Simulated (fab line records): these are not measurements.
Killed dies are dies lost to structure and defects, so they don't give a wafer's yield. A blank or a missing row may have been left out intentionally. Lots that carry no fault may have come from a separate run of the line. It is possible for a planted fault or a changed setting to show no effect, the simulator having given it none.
fab line records | flow nand-harc
record: lots: 6 | wafers: 18 | last-day: 24
route steps=1159 shown A_CONTACT@927 END@1159
lots that met no fault: from a run of the same line without faults
start-h: the number of hours between the record's first day and the start of the first shown wafer of the lot | wait-h: how many hours have passed since the lot's step before this one | " the same as in the row above | L1.1+2: several wafers, shown together as one row | - no value, or no start given | * or withheld: withheld | < > ~ a bound
route shown NAME@n: names a module that has steps shown in the file, with the first one's number in the route | usual: mean and standard deviation over wafers with no fault | same: alike in all rows | chamber/n: place in a boat | sites: per-site readings | _std_site: how widely they spread, as a standard deviation | _edge_site: outer sites' mean less inner sites' | radius-mm: how far each site lies from the wafer's centre | mask NAME#n: copy n | behind: tool/chamber where the wafer was last shaped | hold: what put the lot on hold/how long, in hours/how the hold closed | device: whichever transistor did not switch (one of n, p or np) | end of line: the route-end tests of the same wafers | for a step that has no rows: nothing shown but its recipe | killed: at the first sort, the dies lost to defects and structure; wafer yield is something else | map: a wafer's dies, x killed, . not, _ none there
set.NAME: the run value of the setting; set.NAME@STEP: its run value at that earlier step | model.NAME: the simulator's own value behind a step, which no gauge read
lots at some steps of the route; a table a step, a row a wafer
services: a tool's chamber out of use, with start hour (start-h, from the record's first day; less than 0 if before it), hours out, and reason
== steps ==
step: NHARC_A_CONTACT_COAT_86
recipe: temp-c: 260 | time-s: 75
step: NHARC_A_CONTACT_COAT_87
recipe: temp-c: 225 | time-s: 65
step: NHARC_A_CONTACT_COAT_02
recipe: spin-rpm: 1500 | resist-thk-nm: 90
step: NHARC_A_CONTACT_SOFTBAKE_03
recipe: temp-c: 105 | time-s: 55
step: NHARC_A_CONTACT_EBR_04
step: NHARC_A_CONTACT_EXPOSE_05
recipe: na: 1.35 | sigma-outer: 0.8 | dose-mj: 84.24 | mask-id: A_CC
step: NHARC_A_CONTACT_PEB_06
recipe: peb-temp-c: 100 | peb-time-s: 65
step: NHARC_A_CONTACT_DEVELOP_07
recipe: develop-time-s: 35 | dev-temp-c: 23
step: NHARC_A_CONTACT_CD_MEAS_08
recipe: target-cd-nm: 100 | landing-energy-ev: 500
usual: cd-nm: 100.0/0.65
lot.wafer | tool      | chamber | start-h | wait-h | cd-nm
L232.1    | cd-sem-02 | 0       | 395.23  | -      | 100.5
L232.2    | "         | 0       | "       | "      | 100.3
L232.4    | "         | 0       | "       | "      | 100.0
L231.1    | cd-sem-03 | 0       | 406.02  | -      | 100.4
L231.5    | "         | 0       | "       | "      | 99.9
L231.6    | "         | 0       | "       | "      | 100.5
L239.2    | cd-sem-01 | 0       | 436.51  | -      | 99.8
L239.3    | "         | 0       | "       | "      | 100.8
L239.4    | "         | 0       | "       | "      | 100.3
L238.2    | cd-sem-01 | 0       | 444.87  | -      | 99.9
L238.4    | "         | 0       | "       | "      | 99.9
L238.6    | "         | 0       | "       | "      | 100.1
L248.1    | cd-sem-01 | 0       | 497.43  | -      | 100.5
L248.2    | "         | 0       | "       | "      | 100.5
L248.5    | "         | 0       | "       | "      | 100.5
L252.3    | cd-sem-02 | 0       | 524.43  | -      | 99.4
L252.4    | "         | 0       | "       | "      | 100.4
L252.6    | "         | 0       | "       | "      | 99.3
step: NHARC_A_CONTACT_OVL_MEAS_09
usual: overlay-x-nm: -0.1/0.77 | overlay-y-nm: 0.4/0.8
lot.wafer | tool       | chamber | start-h | wait-h | overlay-x-nm | overlay-y-nm
L232.1    | overlay-01 | -       | 395.32  | -      | 0.7          | 0.2
L232.2    | "          | -       | "       | "      | 0.7          | 0.6
L232.4    | "          | -       | "       | "      | 0.9          | 1.2
L231.1    | overlay-01 | -       | 406.10  | -      | -0.6         | 1.5
L231.5    | "          | -       | "       | "      | -0.8         | 1.8
L231.6    | "          | -       | "       | "      | -0.4         | 1.8
L239.2    | overlay-01 | -       | 436.60  | -      | 0.6          | 1.8
L239.3    | "          | -       | "       | "      | 0.4          | 1.5
L239.4    | "          | -       | "       | "      | 0.4          | 1.5
L238.2    | overlay-01 | -       | 444.95  | -      | 0.5          | 0.3
L238.4    | "          | -       | "       | "      | 1.1          | 0.6
L238.6    | "          | -       | "       | "      | 0.4          | 0.3
L248.1    | overlay-01 | -       | 497.52  | -      | 0.4          | -1.2
L248.2    | "          | -       | "       | "      | -0.1         | -1.4
L248.5    | "          | -       | "       | "      | 0.0          | -0.9
L252.3    | overlay-02 | -       | 524.51  | -      | -1.1         | 1.7
L252.4    | "          | -       | "       | "      | -0.6         | 1.5
L252.6    | "          | -       | "       | "      | -1.0         | 2.0
step: NHARC_A_CONTACT_INSPECT_10
usual: raw-defect-count: 30/13
lot.wafer | tool              | chamber | start-h | wait-h | raw-defect-count
L232.1    | defect-inspect-01 | -       | 395.35  | 0.0    | 26
L232.2    | "                 | -       | "       | "      | 39
L232.4    | "                 | -       | "       | "      | 26
L231.1    | defect-inspect-01 | -       | 406.14  | 0.0    | 34
L231.5    | "                 | -       | "       | "      | 20
L231.6    | "                 | -       | "       | "      | 27
L239.2    | defect-inspect-01 | -       | 436.64  | 0.0    | 33
L239.3    | "                 | -       | "       | "      | 20
L239.4    | "                 | -       | "       | "      | 28
L238.2    | defect-inspect-01 | -       | 444.99  | 0.0    | 14
L238.4    | "                 | -       | "       | "      | 23
L238.6    | "                 | -       | "       | "      | 19
L248.1    | defect-inspect-01 | -       | 497.56  | 0.0    | 20
L248.2    | "                 | -       | "       | "      | 15
L248.5    | "                 | -       | "       | "      | 18
L252.3    | defect-inspect-01 | -       | 524.55  | 0.0    | 33
L252.4    | "                 | -       | "       | "      | 35
L252.6    | "                 | -       | "       | "      | 37
step: NHARC_A_CONTACT_DESCUM_13
recipe: time-s: 3 | o2-flow-sccm: 200 | ar-flow-sccm: 0 | bias-power-w: 0 | chemistry: O2
usual: drypump-motor-current-A: 5.9/0.49 | oes-product-au: 1.000/0.012 | rf-vpp-V: 57.6/0.95 | showerhead-plenum-p-Torr: 1.87/0.091 | throttle-valve-pct: 11.311/0.0098
same: bias-power-w: 0
lot.wafer | tool        | chamber | start-h | wait-h | drypump-motor-current-A | oes-product-au | rf-hours-counter-h | rf-vpp-V | showerhead-plenum-p-Torr | throttle-valve-pct
L232.4    | rie-diel-12 | 2       | 395.41  | 0.1    | 5.4                     | 0.989          | 0                  | 58.3     | 1.92                     | 11.322
L232.2    | "           | 3       | "       | "      | 6.3                     | 1.016          | 1                  | 55.4     | 1.78                     | 11.316
L232.1    | "           | 0       | "       | "      | 6.6                     | 1.007          | 1                  | 57.9     | 1.89                     | 11.312
L231.1    | rie-diel-05 | 1       | 406.21  | 0.1    | 5.9                     | 1.022          | 20                 | 56.9     | 1.83                     | 11.310
L231.5    | "           | 0       | "       | "      | 5.8                     | 0.988          | -                  | 57.0     | 1.78                     | 11.325
L231.6    | "           | 1       | "       | "      | 6.0                     | 1.024          | -                  | 57.4     | 1.83                     | 11.311
L239.4    | rie-diel-05 | 3       | 436.70  | 0.1    | 4.8                     | 0.997          | 33                 | 56.4     | 1.84                     | 11.322
L239.3    | "           | 0       | "       | "      | 5.9                     | 0.991          | 29                 | 57.5     | 1.78                     | 11.309
L239.2    | "           | 1       | "       | "      | 6.0                     | 1.016          | 29                 | 57.6     | 1.82                     | 11.312
L238.2    | rie-diel-05 | 0       | 445.05  | 0.1    | 5.9                     | 1.001          | 31                 | 57.4     | 1.78                     | 11.333
L238.4    | "           | 2       | "       | "      | 6.3                     | 1.006          | -                  | 59.6     | 2.05                     | 11.300
L238.6    | "           | 3       | "       | "      | 4.8                     | 0.997          | -                  | 57.3     | 1.84                     | 11.322
L248.1    | rie-diel-12 | 2       | 497.62  | 0.1    | 5.4                     | 0.981          | 20                 | 59.4     | 1.91                     | 11.303
L248.2    | "           | 0       | "       | "      | 6.6                     | 0.981          | 21                 | 57.7     | 1.88                     | 11.303
L248.5    | "           | 3       | "       | "      | 6.3                     | 1.004          | -                  | 58.3     | 1.77                     | 11.303
L252.3    | rie-diel-08 | 3       | 524.74  | 0.2    | 6.0                     | 1.001          | 18                 | 57.6     | 1.85                     | 11.306
L252.4    | "           | 1       | "       | "      | 6.5                     | 0.990          | 17                 | 58.1     | 1.77                     | 11.283
L252.6    | "           | 2       | "       | "      | 6.0                     | 0.994          | -                  | 59.9     | 2.05                     | 11.308
step: NHARC_A_CONTACT_ETCH_88
recipe: target-depth-a: 390 | over-etch-frac: 0.3 | time-s: 65 | ion-energy-ev: 80 | cf4-flow-sccm: 150 | ar-flow-sccm: 0 | rf-w: 300 | bias-w: 100 | chemistry: CF4
usual: drypump-motor-current-A: 6.0/0.48 | oes-product-au: 1.000/0.012 | rf-vpp-V: 150.9/1.3 | showerhead-plenum-p-Torr: 1.74/0.082 | throttle-valve-pct: 13.284/0.0094
lot.wafer | tool        | chamber | start-h | wait-h | drypump-motor-current-A | oes-product-au | rf-hours-counter-h | rf-vpp-V | showerhead-plenum-p-Torr | throttle-valve-pct
L232.1    | rie-diel-12 | 0       | 395.50  | 0.1    | 6.6                     | 1.009          | 1                  | 149.3    | 1.75                     | 13.294
L232.2    | "           | 1       | "       | "      | 5.9                     | 1.014          | 1                  | 151.7    | 1.73                     | 13.284
L232.4    | "           | 2       | "       | "      | 5.4                     | 0.994          | 0                  | 150.7    | 1.77                     | 13.285
L231.1    | rie-diel-05 | 0       | 406.31  | 0.1    | 5.9                     | 0.989          | 19                 | 150.2    | 1.65                     | 13.265
L231.5    | "           | 1       | "       | "      | 6.0                     | 1.022          | -                  | 151.0    | 1.69                     | 13.296
L231.6    | "           | 2       | "       | "      | 6.3                     | 0.988          | -                  | 152.7    | 1.88                     | 13.283
L239.3    | rie-diel-05 | 1       | 436.78  | 0.1    | 6.0                     | 1.019          | 29                 | 149.7    | 1.69                     | 13.293
L239.2    | "           | 3       | "       | "      | 4.8                     | 0.999          | 33                 | 150.8    | 1.70                     | 13.277
L239.4    | "           | 0       | "       | "      | 5.9                     | 0.847          | 29                 | 148.8    | 1.65                     | 13.287
L238.2    | rie-diel-05 | 0       | 445.17  | 0.1    | 5.9                     | 0.842          | 31                 | 149.1    | 1.65                     | 13.274
L238.4    | "           | 2       | "       | "      | 6.3                     | 0.994          | -                  | 152.6    | 1.88                     | 13.301
L238.6    | "           | 0       | "       | "      | 5.8                     | 0.843          | -                  | 151.1    | 1.65                     | 13.291
L248.2    | rie-diel-12 | 0       | 497.73  | 0.1    | 6.6                     | 1.004          | 21                 | 152.3    | 1.74                     | 13.291
L248.1    | "           | 2       | "       | "      | 5.4                     | 0.999          | 20                 | 152.2    | 1.77                     | 13.298
L248.5    | "           | 3       | "       | "      | 6.3                     | 1.016          | -                  | 149.3    | 1.65                     | 13.294
L252.3    | rie-diel-08 | 1       | 524.93  | 0.2    | 6.5                     | 0.987          | 17                 | 149.9    | 1.65                     | 13.304
L252.4    | "           | 2       | "       | "      | 6.0                     | 0.995          | 18                 | 152.9    | 1.88                     | 13.276
L252.6    | "           | 0       | "       | "      | 5.8                     | 0.982          | -                  | 152.6    | 1.90                     | 13.284
step: NHARC_A_CONTACT_ETCH_89
recipe: target-depth-a: 2600 | over-etch-frac: 0.3 | time-s: 475.3 | ion-energy-ev: 200 | n2-flow-sccm: 150 | h2-flow-sccm: 150 | ar-flow-sccm: 0 | rf-w: 400 | bias-w: 150 | chemistry: N2/H2
usual: drypump-motor-current-A: 5.9/0.5 | oes-product-au: 1.001/0.012 | rf-vpp-V: 429/3 | showerhead-plenum-p-Torr: 2.00/0.1 | throttle-valve-pct: 14.172/0.0095
lot.wafer | tool        | chamber | start-h | wait-h | drypump-motor-current-A | oes-product-au | rf-hours-counter-h | rf-vpp-V | showerhead-plenum-p-Torr | throttle-valve-pct
L232.4    | rie-diel-12 | 2       | -       | -      | 5.4                     | 0.991          | 0                  | 430      | 2.04                     | 14.177
L232.2    | "           | 3       | "       | "      | 6.3                     | 1.013          | 1                  | 426      | 1.89                     | 14.162
L232.1    | "           | 0       | "       | "      | 6.6                     | 0.996          | 1                  | 430      | 2.01                     | 14.182
L231.1    | rie-diel-05 | 3       | -       | -      | 4.8                     | 1.003          | 22                 | 428      | 1.96                     | 14.164
L231.6    | "           | 2       | "       | "      | 6.3                     | 0.994          | -                  | 434      | 2.19                     | 14.165
L231.5    | "           | 3       | "       | "      | 4.8                     | 0.992          | -                  | 429      | 1.96                     | 14.165
L239.3    | rie-diel-05 | 2       | -       | -      | 6.3                     | 0.987          | 32                 | 436      | 2.18                     | 14.184
L239.2    | "           | 3       | "       | "      | 4.8                     | 0.997          | 33                 | 427      | 1.96                     | 14.183
L239.4    | "           | 0       | "       | "      | 5.9                     | 0.992          | 29                 | 425      | 1.89                     | 14.168
L238.2    | rie-diel-05 | 0       | -       | -      | 5.9                     | 0.987          | 32                 | 426      | 1.89                     | 14.173
L238.4    | "           | 3       | "       | "      | 4.8                     | 0.998          | -                  | 428      | 1.96                     | 14.162
L238.6    | "           | 0       | "       | "      | 5.9                     | 0.992          | -                  | 426      | 1.89                     | 14.172
L248.1    | rie-diel-12 | 3       | -       | -      | 6.3                     | 1.014          | 22                 | 427      | 1.89                     | 14.165
L248.2    | "           | 1       | "       | "      | 6.0                     | 1.017          | 18                 | 430      | 1.99                     | 14.176
L248.5    | "           | 2       | "       | "      | 5.4                     | 0.990          | -                  | 430      | 2.04                     | 14.159
L252.3    | rie-diel-08 | 1       | -       | -      | 6.5                     | 0.987          | 18                 | 426      | 1.89                     | 14.169
L252.4    | "           | 2       | "       | "      | 6.0                     | 1.001          | 18                 | 434      | 2.19                     | 14.165
L252.6    | "           | 0       | "       | "      | 5.9                     | 0.986          | -                  | 434      | 2.21                     | 14.169
step: NHARC_END_SORT_01
recipe: temp-c: 25
usual: killed-at-array: 29/10 | killed-at-other: 0.7/1 | killed-at-periphery: 3.7/2.6 | killed-dies: 33/10 | killed-open: 3.4/1.8 | killed-short: 1.8/1.3
same: gross-dies: 677
lot.wafer | tool      | chamber | start-h | wait-h | killed-at-array | killed-at-other | killed-at-periphery | killed-dies | killed-open | killed-short
L231.1    | prober-02 | 0       | 465.10  | 3.4    | 37              | 1               | 0                   | 38          | 3           | 2
L231.5    | prober-02 | 0       | 468.28  | 4.6    | 17              | 0               | 1                   | 18          | 0           | 2
L231.6    | prober-02 | 0       | 469.08  | 4.9    | 21              | 0               | 1                   | 22          | 2           | 0
killed by level:class
L231.1 A_CHANNEL_HOLE_D1:chamber-film-flake=21 A_M0:chamber-film-flake=4 A_STAIRCASE:chamber-film-flake=3 A_CHANNEL_FILL_D1:chamber-film-flake=2 A_WL_FILL:chamber-film-flake=2 A_ONON_D1:geometric-particle:open=1 A_ONON_D1:geometric-particle:short=1 A_SLIT:geometric-particle:open=1
L231.5 A_CHANNEL_HOLE_D1:chamber-film-flake=12 A_CHANNEL_FILL_D1:geometric-particle:short=2 A_STAIRCASE:chamber-film-flake=2 P_GATE:chamber-film-flake=1 A_M0:chamber-film-flake=1
L231.6 A_CHANNEL_HOLE_D1:chamber-film-flake=14 A_CHANNEL_FILL_D1:chamber-film-flake=2 A_STAIRCASE:chamber-film-flake=2 A_M0:geometric-particle:open=1 A_M1:geometric-particle:open=1 P_STI:chamber-film-flake=1 A_M0:chamber-film-flake=1
== services ==
tool        | chamber | start-h | hours | kind
rie-diel-05 | 0       | 374.28  | -     | clean
rie-diel-05 | 1       | 374.28  | -     | clean
rie-diel-05 | 2       | 374.28  | -     | clean
rie-diel-05 | 3       | 374.28  | -     | clean
rie-diel-12 | -       | 379.64  | 9.0   | pm
rie-diel-08 | 1       | 393.69  | 15.0  | repair
rie-diel-05 | 0       | 398.84  | -     | clean
rie-diel-05 | 1       | 398.84  | -     | clean
rie-diel-05 | 2       | 398.84  | -     | clean
rie-diel-05 | 3       | 398.84  | -     | clean
rie-diel-05 | 0       | 423.41  | -     | clean
rie-diel-05 | 1       | 423.41  | -     | clean
rie-diel-05 | 2       | 423.41  | -     | clean
rie-diel-05 | 3       | 423.41  | -     | clean
rie-diel-05 | 1       | 439.54  | 9.8   | repair
rie-diel-12 | 1       | 441.76  | 11.6  | repair
rie-diel-05 | 0       | 447.91  | -     | clean
rie-diel-05 | 2       | 447.91  | -     | clean
rie-diel-05 | 0       | 452.51  | 7.6   | repair
rie-diel-05 | -       | 452.60  | 2.0   | repair
rie-diel-12 | 0       | 478.21  | 5.0   | repair
rie-diel-08 | -       | 479.57  | 9.0   | pm
rie-diel-05 | 3       | 508.06  | 6.2   | repair
rie-diel-05 | -       | 517.75  | 9.0   | pm
== key ==
first-sign: step: NHARC_A_CONTACT_ETCH_88 | reading: oes-product-au | direction: down | sigmas: 13 | usual: 1.000 | struck: 0.844
effect none on later readings
met-at NHARC_A_CONTACT_ETCH_88
struck-wafers L238.2,L238.6,L239.4
sort-left-out L238.2,L238.6
tester-left-out L238,L239
onset-between 406.31 436.78
fault: kind: process-parameter-drift | tool: rie-diel-05 | chamber: 0 | onset-h: 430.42 | steps: NHARC_A_CONTACT_ETCH_88 | channel: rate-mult | offset: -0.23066 | shape: step | end-h: 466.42
tester-left-out: of these lots the tester's yield and bins aren't shown, on N5 and GAA mostly nor the transistor test; their killed dies are dies lost to structure and defects alone, not to doping, threshold or leakage, so they don't give the yield
sort-left-out: the simulated sort isn't trusted on such a fault, so these wafers' sort isn't shown, and their yield isn't known
